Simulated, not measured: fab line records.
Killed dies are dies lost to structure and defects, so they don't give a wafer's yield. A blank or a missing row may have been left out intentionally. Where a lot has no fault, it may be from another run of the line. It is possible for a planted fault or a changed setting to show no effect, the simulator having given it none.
Chamber matching || flow nandHarc || NHARC_A_M1_DESCUM_14 on rieDiel-02 has 4 sister chambers
The step chemistry O2, time 3 s. 8 wafers are shown with their chamber, then 11 later ones without.

WAFERS, EACH WITH ITS CHAMBER
{"wafer": "L083.5", "chamber": 1, "drypumpMotorCurrentA (A)": 6.12, "rfVppV (V)": 57.1}
{"wafer": "L085.6", "chamber": 0, "drypumpMotorCurrentA (A)": 5.75, "rfVppV (V)": 57.5}
{"wafer": "L089.1", "chamber": 2, "drypumpMotorCurrentA (A)": 5.52, "rfVppV (V)": 58.2}
{"wafer": "L089.5", "chamber": 2, "drypumpMotorCurrentA (A)": 5.50, "rfVppV (V)": 58.3}
{"wafer": "L088.3", "chamber": 0, "drypumpMotorCurrentA (A)": 5.73, "rfVppV (V)": 57.7}
{"wafer": "L088.4", "chamber": 3, "drypumpMotorCurrentA (A)": 6.61, "rfVppV (V)": 57.2}
{"wafer": "L088.5", "chamber": 3, "drypumpMotorCurrentA (A)": 6.62, "rfVppV (V)": 56.0}
{"wafer": "L090.1", "chamber": 1, "drypumpMotorCurrentA (A)": 6.07, "rfVppV (V)": 59.9}

WAFERS WITHOUT THEIR CHAMBER
{"wafer": "L090.3", "drypumpMotorCurrentA (A)": 5.74, "rfVppV (V)": 58.3}
{"wafer": "L090.6", "drypumpMotorCurrentA (A)": 5.51, "rfVppV (V)": 58.4}
{"wafer": "L093.2", "drypumpMotorCurrentA (A)": 5.73, "rfVppV (V)": 58.5}
{"wafer": "L093.3", "drypumpMotorCurrentA (A)": 6.61, "rfVppV (V)": 56.7}
{"wafer": "L093.4", "drypumpMotorCurrentA (A)": 6.12, "rfVppV (V)": 58.3}
{"wafer": "L096.1", "drypumpMotorCurrentA (A)": 5.74, "rfVppV (V)": 57.1}
{"wafer": "L096.2", "drypumpMotorCurrentA (A)": 6.16, "rfVppV (V)": 59.5}
{"wafer": "L096.6", "drypumpMotorCurrentA (A)": 6.13, "rfVppV (V)": 57.3}
{"wafer": "L096.3", "drypumpMotorCurrentA (A)": 6.63, "rfVppV (V)": 56.5}
{"wafer": "L096.4", "drypumpMotorCurrentA (A)": 5.50, "rfVppV (V)": 57.5}
{"wafer": "L096.5", "drypumpMotorCurrentA (A)": 5.76, "rfVppV (V)": 58.0}

WHICH CHAMBER EACH WENT THROUGH
{"wafer": "L090.3", "from the rows above": 0, "in truth": 0}
{"wafer": "L090.6", "from the rows above": 2, "in truth": 2}
{"wafer": "L093.2", "from the rows above": 0, "in truth": 0}
{"wafer": "L093.3", "from the rows above": 3, "in truth": 3}
{"wafer": "L093.4", "from the rows above": 1, "in truth": 1}
{"wafer": "L096.1", "from the rows above": 0, "in truth": 0}
{"wafer": "L096.2", "from the rows above": 1, "in truth": 1}
{"wafer": "L096.6", "from the rows above": 1, "in truth": 1}
{"wafer": "L096.3", "from the rows above": 3, "in truth": 3}
{"wafer": "L096.4", "from the rows above": 2, "in truth": 2}
{"wafer": "L096.5", "from the rows above": 0, "in truth": 0}
11 of 11 placed correctly. Can't be placed from these rows: 0. Number placed wrongly: 0.
How it was worked out, from the rows above alone: a wafer's distance from a chamber is the root of the sum, over the readings, of the square of ((its reading less the chamber's mean) divided by the reading's scatter). If the next closest chamber is less than 2 further off than the closest, the wafer can't be placed; otherwise it belongs to the closest. Each chamber's mean is taken over the wafers shown for it. How the scatter is found: for the shown wafers, subtract from each reading the mean of its chamber, square and add these, divide the total by (wafers less chambers), then take the root.
